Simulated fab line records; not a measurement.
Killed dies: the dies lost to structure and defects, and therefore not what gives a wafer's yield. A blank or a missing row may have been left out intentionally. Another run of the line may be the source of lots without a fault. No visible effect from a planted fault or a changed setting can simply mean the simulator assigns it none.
Comparing a struck lot with a sound one    flow nand-harc    28 steps out of a route of 1159
Sound: the wafers L840.1, L840.4, L840.6. Wafers struck: L842.2, L842.3, L842.5. The cause is given at the end.
For every step that has rows: the tool of each side, followed by ch and its chambers, followed by its first start. Under that, the readings that differ: sound wafers    struck wafers    difference of the means    sigmas: that difference in standard deviations of wafers without a fault.
alike: same words and numbers on both sides, and readings whose means sit less than 2 such deviations apart. not compared: any withheld reading, any reading some wafer has no value for, any bound like >300 that may hide the same value, and any number with overlapping values for which the record gives no deviation.
A row with sigmas, a row that says differs or no value, or rows on one side alone: a step with any of these is where the two part. Numbers that have no deviation but don't overlap get no sigmas and don't part them. A reading that every wafer of one side lacks parts them only if that side has two wafers or more.

NHARC_A_CONTACT_ETCH_122: etches the open film in C4F8/O2/Ar, time 95 s, target depth 930 nm.
  sound on har-cap-etch-01 ch 0,1, day 16 19:26; struck on har-cap-etch-02 ch 0,1, day 17 11:35
  not compared: rf-hours-counter-h
NHARC_A_CONTACT_ETCH_123: etches the open film in C4F8/O2/Ar, time 253 s, target depth 1090 nm.
  sound on har-cap-etch-01 ch 0,1, day 16 19:31; struck on har-cap-etch-02 ch 0,1, day 17 11:43
  not compared: rf-hours-counter-h
NHARC_A_CONTACT_ETCH_90: etches the open film in CH3F/O2, target depth 40 nm, time 85.7 s.
  sound on rie-diel-08 ch 0,1,2, day 16 20:08; struck on rie-diel-10 ch 2,3, day 17 12:17
  alike: ch3f-flow-sccm, drypump-motor-current-A, oes-product-au, rf-vpp-V, showerhead-plenum-p-Torr, throttle-valve-pct
  not compared: rf-hours-counter-h
then, 1 step without rows for these wafers: NHARC_A_CONTACT_ETCH_96 (etches the open film in C4F6/O2, target depth 20 nm, time 10 s).
NHARC_A_CONTACT_CD_MEAS_53:
  sound: cd-sem-01 at day 16 20:20; struck: cd-sem-01 at day 17 12:30
  alike: cd-nm
then, 4 steps without rows for these wafers: NHARC_A_CONTACT_STRIP_99 (strips in N2/H2); NHARC_A_CONTACT_STRIP_100 (strips in CF4/CHF3); NHARC_A_CONTACT_STRIP_101 (strips in O2/COS); NHARC_A_CONTACT_ETCH_102 (etches the open film in CF4/O2, target depth 70 nm, overetch 7 nm, time 38.5 s).
NHARC_A_CONTACT_STRIP_55: strips in O2.
  sound: rie-diel-11 ch 2,3; struck: rie-diel-11 ch 0,2,3
  alike: drypump-motor-current-A, oes-product-au, rf-vpp-V, showerhead-plenum-p-Torr, throttle-valve-pct
  not compared: rf-hours-counter-h
then, 2 steps without rows for these wafers: NHARC_A_CONTACT_STRIP_56 (strips in post etch residue remover, time 600 s); NHARC_A_CONTACT_DEP_57 (deposits aC, target thk 2800 nm).
NHARC_A_CONTACT_DEP_58: deposits SiON, target thk 60 nm.
  sound on pecvd-03 ch 0,1, day 17 01:23; struck on pecvd-03 ch 0,1, day 17 17:14
  alike: heater-power-w, susceptor-temp-C
then, 10 steps without rows for these wafers: NHARC_A_CONTACT_DEHYDRATE_59 (time 120 s); NHARC_A_CONTACT_HMDS_60 (time 30 s); NHARC_A_CONTACT_COAT_61 (time 75 s); NHARC_A_CONTACT_COAT_62 (time 65 s); NHARC_A_CONTACT_COAT_63 (resist thk 90 nm); NHARC_A_CONTACT_SOFTBAKE_64 (time 55 s); NHARC_A_CONTACT_EBR_65; NHARC_A_CONTACT_EXPOSE_66 (exposes mask A CC 2); NHARC_A_CONTACT_PEB_67 (peb time 65 s); NHARC_A_CONTACT_DEVELOP_68 (develop time 35 s).
NHARC_A_CONTACT_CD_MEAS_69: target cd 200 nm.
  sound on cd-sem-01 ch 0, day 17 02:07; struck on cd-sem-01 ch 0, day 17 17:56
  alike: cd-nm
NHARC_A_CONTACT_OVL_MEAS_70:
  sound: overlay-02 at day 17 02:13; struck: overlay-02 at day 17 18:01
reading            sound           struck       difference  sigmas
overlay-y-nm (nm)  -0.3 -0.5 -0.5  2.0 1.7 1.3  +2.1        +2
  alike: overlay-x-nm
NHARC_A_CONTACT_INSPECT_71:
  sound: defect-inspect-02 at day 17 02:14; struck: defect-inspect-02 at day 17 18:03
reading           sound     struck       difference  sigmas
raw-defect-count  30 32 30  952 904 909  +891        +64
NHARC_A_CONTACT_DESCUM_74: chemistry O2, time 3 s.
  sound on rie-diel-08 ch 1,3, day 17 02:24; struck on rie-diel-08 ch 0,2, day 17 18:07
  alike: drypump-motor-current-A, oes-product-au, rf-vpp-V, showerhead-plenum-p-Torr, throttle-valve-pct
  not compared: rf-hours-counter-h
-- jump in the record: it breaks off in module A_CONTACT and resumes in module END (first step shown: number 1159 of the route), and 3 days separate the struck wafers' starts before and after --
NHARC_END_SORT_01:
  sound on prober-01 ch 0, day 19 19:08; struck on prober-02 ch 0, day 20 19:23
reading          sound     struck       difference  sigmas
killed-at-array  24 29 28  128 115 120  +94         +9
killed-dies      26 32 31  134 120 125  +97         +9
  alike: killed-at-other, killed-at-periphery, killed-open, killed-short

WHERE THEY PART
First at NHARC_A_CONTACT_OVL_MEAS_70; last, within this record, at NHARC_END_SORT_01.

WHY: what had been put in by the simulator
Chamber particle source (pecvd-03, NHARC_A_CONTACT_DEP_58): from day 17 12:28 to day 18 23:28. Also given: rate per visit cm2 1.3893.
